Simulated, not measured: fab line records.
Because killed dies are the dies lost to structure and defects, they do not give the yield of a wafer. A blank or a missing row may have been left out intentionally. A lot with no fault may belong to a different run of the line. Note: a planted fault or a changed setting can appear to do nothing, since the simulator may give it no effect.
What tool caused it? / flow nand-harc / 12 lots, 36 wafers sampled, at 5 steps of a route of 1159

WHAT THE GAUGES READ, wafer by wafer
NHARC_A_M1_INSPECT_27.
lot=L799; measured=day 18 07:36; on=defect-inspect-02; raw-defect-count=1006 460 545
lot=L800; measured=day 18 11:20; on=defect-inspect-01; raw-defect-count=415 373 457
lot=L802; measured=day 18 12:42; on=defect-inspect-01; raw-defect-count=443 440 566
lot=L801; measured=day 18 13:55; on=defect-inspect-02; raw-defect-count=493 324 640
lot=L809; measured=day 20 11:34; on=defect-inspect-02; raw-defect-count=746 435 487
lot=L808; measured=day 21 05:43; on=defect-inspect-01; raw-defect-count=574 577 683
lot=L814; measured=day 22 13:56; on=defect-inspect-01; raw-defect-count=400 834 399
lot=L816; measured=day 22 16:03; on=defect-inspect-02; raw-defect-count=837 720 701
lot=L819; measured=day 22 23:21; on=defect-inspect-02; raw-defect-count=402 528 482
lot=L818; measured=day 23 00:23; on=defect-inspect-02; raw-defect-count=432 358 539
lot=L820; measured=day 23 03:58; on=defect-inspect-01; raw-defect-count=444 325 571
lot=L821; measured=day 23 13:56; on=defect-inspect-02; raw-defect-count=341 485 435

NHARC_A_BONDPAD_THK_MEAS_30: measures by ellipsometry.
lot=L799; measured=day 18 09:24; on=film-metro-02; thk-nm (nm)=198.6 198.2 198.3
lot=L800; measured=day 18 12:41; on=film-metro-02; thk-nm (nm)=203.8 200.5 204.3
lot=L802; measured=day 18 14:45; on=film-metro-01; thk-nm (nm)=196.1 199.7 196.2
lot=L801; measured=day 18 15:28; on=film-metro-02; thk-nm (nm)=202.3 201.0 198.7
lot=L809; measured=day 20 13:04; on=film-metro-02; thk-nm (nm)=198.7 198.4 197.2
lot=L808; measured=day 21 07:13; on=film-metro-01; thk-nm (nm)=197.4 198.3 199.0
lot=L814; measured=day 22 15:59; on=film-metro-01; thk-nm (nm)=200.1 199.1 197.9
lot=L816; measured=day 22 18:31; on=film-metro-02; thk-nm (nm)=200.6 198.4 200.1
lot=L819; measured=day 23 00:42; on=film-metro-01; thk-nm (nm)=198.5 197.6 201.3
lot=L818; measured=day 23 01:49; on=film-metro-02; thk-nm (nm)=200.5 200.7 198.2
lot=L820; measured=day 23 05:38; on=film-metro-02; thk-nm (nm)=198.0 198.7 200.6
lot=L821; measured=day 23 15:19; on=film-metro-01; thk-nm (nm)=197.9 197.9 198.5

WHICH TOOL RAN EACH LOT (tool, then ch and the chambers of the sampled wafers, then the start)
lot=L799; NHARC_A_M1_PRE_CLEAN_30=pvd-sputter-03, day 18 06:26 or earlier; NHARC_A_M1_ECD_22=ecd-cu-01 ch 0, day 18 06:26; NHARC_A_M1_CMP_23=cmp-01 ch 0,1,2, day 18 07:09
lot=L800; NHARC_A_M1_PRE_CLEAN_30=pvd-sputter-01, day 18 09:59 or earlier; NHARC_A_M1_ECD_22=ecd-cu-01 ch 1, day 18 09:59; NHARC_A_M1_CMP_23=cmp-01 ch 0,1,3, day 18 10:52
lot=L802; NHARC_A_M1_PRE_CLEAN_30=pvd-sputter-03, day 18 11:36 or earlier; NHARC_A_M1_ECD_22=ecd-cu-01 ch 0,1, day 18 11:36; NHARC_A_M1_CMP_23=cmp-04 ch 0,1, day 18 12:13
lot=L801; NHARC_A_M1_PRE_CLEAN_30=pvd-sputter-02, day 18 12:44 or earlier; NHARC_A_M1_ECD_22=ecd-cu-01 ch 0,1, day 18 12:44; NHARC_A_M1_CMP_23=cmp-01 ch 0,3, day 18 13:27
lot=L809; NHARC_A_M1_PRE_CLEAN_30=pvd-sputter-02, day 20 10:27 or earlier; NHARC_A_M1_ECD_22=ecd-cu-01 ch 0,1, day 20 10:27; NHARC_A_M1_CMP_23=cmp-02 ch 1,2, day 20 11:06
lot=L808; NHARC_A_M1_PRE_CLEAN_30=pvd-sputter-01, day 21 04:34 or earlier; NHARC_A_M1_ECD_22=ecd-cu-01 ch 1, day 21 04:34; NHARC_A_M1_CMP_23=cmp-04 ch 0,1, day 21 05:16
lot=L814; NHARC_A_M1_PRE_CLEAN_30=pvd-sputter-03, day 22 12:47 or earlier; NHARC_A_M1_ECD_22=ecd-cu-02 ch 0,1, day 22 12:47; NHARC_A_M1_CMP_23=cmp-04 ch 0,2,3, day 22 13:29
lot=L816; NHARC_A_M1_PRE_CLEAN_30=pvd-sputter-02, day 22 14:45 or earlier; NHARC_A_M1_ECD_22=ecd-cu-02 ch 0,1, day 22 14:45; NHARC_A_M1_CMP_23=cmp-01 ch 1,2,3, day 22 15:38
lot=L819; NHARC_A_M1_PRE_CLEAN_30=pvd-sputter-03, day 22 22:10 or earlier; NHARC_A_M1_ECD_22=ecd-cu-02 ch 0,1, day 22 22:10; NHARC_A_M1_CMP_23=cmp-02 ch 0,2,3, day 22 22:52
lot=L818; NHARC_A_M1_PRE_CLEAN_30=pvd-sputter-02, day 22 23:10 or earlier; NHARC_A_M1_ECD_22=ecd-cu-02 ch 0,1, day 22 23:10; NHARC_A_M1_CMP_23=cmp-04 ch 0,1,2, day 22 23:58
lot=L820; NHARC_A_M1_PRE_CLEAN_30=pvd-sputter-02, day 23 02:36 or earlier; NHARC_A_M1_ECD_22=ecd-cu-02 ch 0,1, day 23 02:36; NHARC_A_M1_CMP_23=cmp-04 ch 0,1,2, day 23 03:29
lot=L821; NHARC_A_M1_PRE_CLEAN_30=pvd-sputter-01, day 23 12:44 or earlier; NHARC_A_M1_ECD_22=ecd-cu-01 ch 0,1, day 23 12:44; NHARC_A_M1_CMP_23=cmp-01 ch 1,2,3, day 23 13:31
- NHARC_A_M1_PRE_CLEAN_30: time 30 s.
- NHARC_A_M1_ECD_22: material Cu, target thk 400 nm.
- NHARC_A_M1_CMP_23: polishes, t overpolish 20 s, target thk 154.34 nm.

AS READ BY THE TOOLS THEMSELVES (means over the sampled wafers that have a number; for cases with no such wafer, the mark the record gives instead)
NHARC_A_M1_PRE_CLEAN_30.
lot=L799; tool=pvd-sputter-03; heater-power-w (W)=486
lot=L800; tool=pvd-sputter-01; heater-power-w (W)=363
lot=L802; tool=pvd-sputter-03; heater-power-w (W)=420
lot=L801; tool=pvd-sputter-02; heater-power-w (W)=413
lot=L809; tool=pvd-sputter-02; heater-power-w (W)=410
lot=L808; tool=pvd-sputter-01; heater-power-w (W)=384
lot=L814; tool=pvd-sputter-03; heater-power-w (W)=439
lot=L816; tool=pvd-sputter-02; heater-power-w (W)=405
lot=L819; tool=pvd-sputter-03; heater-power-w (W)=432
lot=L818; tool=pvd-sputter-02; heater-power-w (W)=401
lot=L820; tool=pvd-sputter-02; heater-power-w (W)=413
lot=L821; tool=pvd-sputter-01; heater-power-w (W)=375

NHARC_A_M1_CMP_23.
lot=L799; tool=cmp-01; motor-current-A (A)=10.4; retaining-ring-pressure-frac=1.001; time-to-endpoint-s (s)=31
lot=L800; tool=cmp-01; motor-current-A (A)=11.7; retaining-ring-pressure-frac=1.002; time-to-endpoint-s (s)=34
lot=L802; tool=cmp-04; motor-current-A (A)=12.5; retaining-ring-pressure-frac=0.998; time-to-endpoint-s (s)=22
lot=L801; tool=cmp-01; motor-current-A (A)=12.1; retaining-ring-pressure-frac=0.999; time-to-endpoint-s (s)=31
lot=L809; tool=cmp-02; motor-current-A (A)=12.6; retaining-ring-pressure-frac=0.999; time-to-endpoint-s (s)=46
lot=L808; tool=cmp-04; motor-current-A (A)=13.2; retaining-ring-pressure-frac=0.999; time-to-endpoint-s (s)=39
lot=L814; tool=cmp-04; motor-current-A (A)=13.3; retaining-ring-pressure-frac=0.998; time-to-endpoint-s (s)=25
lot=L816; tool=cmp-01; motor-current-A (A)=11.3; retaining-ring-pressure-frac=0.999; time-to-endpoint-s (s)=27
lot=L819; tool=cmp-02; motor-current-A (A)=11.4; retaining-ring-pressure-frac=0.999; time-to-endpoint-s (s)=27
lot=L818; tool=cmp-04; motor-current-A (A)=12.9; retaining-ring-pressure-frac=0.997; time-to-endpoint-s (s)=27
lot=L820; tool=cmp-04; motor-current-A (A)=13.3; retaining-ring-pressure-frac=1.003; time-to-endpoint-s (s)=22
lot=L821; tool=cmp-01; motor-current-A (A)=11.6; retaining-ring-pressure-frac=0.997; time-to-endpoint-s (s)=29

THE ANSWER, worked out from the rows above alone
Rule: what is usual is taken from the lots themselves. The widest of any qualifying gaps counts: lots, ordered by their means at a reading, are off when they make up no more than a third of the lots, leave a main group of 4 or more, and stand apart from it by 3 or more times the standard deviation of that group's means. A main group is skipped when, at the precision printed for the reading in the tables above, its means are all equal. A lot without any number at a reading at which 4 lots or more have one is off too. Any other lot the step has rows for is counted as sound. Order of review: gauges by route order, followed by the tools' own readings, for which a lot's mean as printed above is used. The first step at which some lot is off is used, and at that step the reading that is off furthest; a lot without a number counts as furthest.
Across all readings shown, no lot is off: no conclusion can be drawn from this.

WHAT HAD BEEN PUT IN BY THE SIMULATOR
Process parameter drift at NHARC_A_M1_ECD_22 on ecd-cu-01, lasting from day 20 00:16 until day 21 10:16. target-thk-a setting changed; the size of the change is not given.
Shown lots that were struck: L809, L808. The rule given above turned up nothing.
